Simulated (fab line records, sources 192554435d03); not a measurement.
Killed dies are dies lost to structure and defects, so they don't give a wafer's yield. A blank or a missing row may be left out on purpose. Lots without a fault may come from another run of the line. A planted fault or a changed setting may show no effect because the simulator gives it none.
Chamber matching | flow n5_finfet | N5_MIM_BOT_ETCH_ETCH_04 on rie_diel-05: 4 sister chambers
The step etches SiNx in CF4/O2, target depth 26 nm, time 13 s. 16 wafers are shown with their chamber, then 8 later ones without.

WAFERS WITH THEIR CHAMBER
wafer  | chamber | showerhead_plenum_p_Torr (Torr) | drypump_motor_current_A (A) | throttle_valve_pct (%)
L075.1 | 0       | 2.15                            | 6.4                         | 15.51
L075.5 | 2       | 2.18                            | 6.3                         | 16.21
L075.6 | 0       | 2.15                            | 6.5                         | 15.50
L078.1 | 2       | 2.17                            | 6.3                         | 16.23
L078.5 | 0       | 2.15                            | 6.4                         | 15.55
L078.6 | 2       | 2.17                            | 6.3                         | 16.23
L080.1 | 2       | 2.17                            | 6.2                         | 16.24
L080.5 | 0       | 2.15                            | 6.5                         | 15.55
L080.6 | 2       | 2.17                            | 6.3                         | 16.23
L081.4 | 1       | 2.35                            | 6.5                         | 15.84
L081.5 | 2       | 2.17                            | 6.3                         | 16.25
L081.6 | 0       | 2.15                            | 6.4                         | 15.55
L084.1 | 3       | 2.16                            | 5.4                         | 16.06
L084.2 | 1       | 2.34                            | 6.5                         | 15.86
L084.4 | 1       | 2.34                            | 6.5                         | 15.87
L096.2 | 1       | 2.34                            | 6.5                         | 15.91

SIGNATURES (means of the wafers above)
reading                  | chamber 0 | chamber 1 | chamber 2 | chamber 3 | scatter within a chamber
showerhead_plenum_p_Torr | 2.1500    | 2.3425    | 2.1717    | 2.1600    | 0.00363
drypump_motor_current_A  | 6.440     | 6.500     | 6.283     | 5.400     | 0.0412
throttle_valve_pct       | 15.5320   | 15.8700   | 16.2317   | 16.0600   | 0.0223
Rule: a wafer's distance from a chamber is the root of the sum, over the readings, of the square of ((its reading less the chamber's mean) divided by the reading's scatter). The wafer belongs to the nearest chamber; if the next one is less than 2 further off, it can't be placed. The scatter: the root of (the sum of the squares of (reading less its chamber's mean) over the shown wafers, divided by (wafers less chambers)).

WAFERS WITHOUT THEIR CHAMBER
wafer  | showerhead_plenum_p_Torr (Torr) | drypump_motor_current_A (A) | throttle_valve_pct (%)
L096.4 | 2.17                            | 6.3                         | 15.80
L096.6 | 2.34                            | 6.5                         | 15.91
L092.2 | 2.33                            | 6.5                         | 15.91
L092.4 | 2.33                            | 6.5                         | 15.93
L092.6 | 2.13                            | 6.4                         | 15.62
L097.1 | 2.15                            | 5.4                         | 16.11
L097.2 | 2.16                            | 6.2                         | 15.82
L097.6 | 2.15                            | 5.4                         | 16.12

WHICH CHAMBER EACH WENT THROUGH
wafer  | from the rows above | in truth
L096.4 | 0                   | 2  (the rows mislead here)
L096.6 | 1                   | 1
L092.2 | 1                   | 1
L092.4 | 1                   | 1
L092.6 | 0                   | 0
L097.1 | 3                   | 3
L097.2 | 0                   | 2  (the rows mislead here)
L097.6 | 3                   | 3
Placed correctly: 6 of 8. Can't be placed from these rows: 0. Placed wrongly: 2.
